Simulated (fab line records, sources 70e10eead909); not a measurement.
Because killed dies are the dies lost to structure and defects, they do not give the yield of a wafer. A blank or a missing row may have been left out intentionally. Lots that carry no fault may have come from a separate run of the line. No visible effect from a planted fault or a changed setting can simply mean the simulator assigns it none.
Chamber matching    flow nandHarc    4 sister chambers for NHARC_P_GATE_ALD_36 on aldSin-03
The step deposits SiNx, target thk 20 nm, pulse time 60 s, ald cycles 223. 4 wafers are shown with their chamber, then 7 later ones without.

## WAFERS, EACH WITH ITS CHAMBER
wafer   chamber  heaterPowerW (W)
L081.2  2        831
L085.5  0        819
L088.4  3        908
L088.3  1        827

## WAFERS WHOSE CHAMBER IS MISSING
wafer   heaterPowerW (W)
L088.5  957
L091.2  820
L091.1  851
L091.5  944
L094.1  829
L094.3  780
L094.6  856

## EACH ONE'S CHAMBER
wafer   from the rows above                in truth
L088.5  3                                  3
L091.2  can't be placed: 0 or 1 or 2       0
L091.1  can't be placed: 2 or 1 or 0 or 3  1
L091.5  3                                  3
L094.1  can't be placed: 1 or 2 or 0       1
L094.3  can't be placed: 0 or 1 or 2       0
L094.6  can't be placed: 2 or 1 or 0 or 3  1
Placed correctly: 2 of 7. From these rows, 5 cannot be placed; in 5 the true chamber is one of the candidates. Placed wrongly: 0.
How it was worked out, from the rows above alone: a wafer's distance from a chamber is the root of the sum, over the readings, of the square of ((its reading less the chamber's mean) divided by the reading's scatter). If the next closest chamber is less than 2 further off than the closest, the wafer can't be placed; otherwise it belongs to the closest. Each chamber's mean is taken over the wafers shown for it. The scatter: with one shown wafer a chamber, the root of the mean of the squares of how far each hidden wafer lies from its nearest shown one.
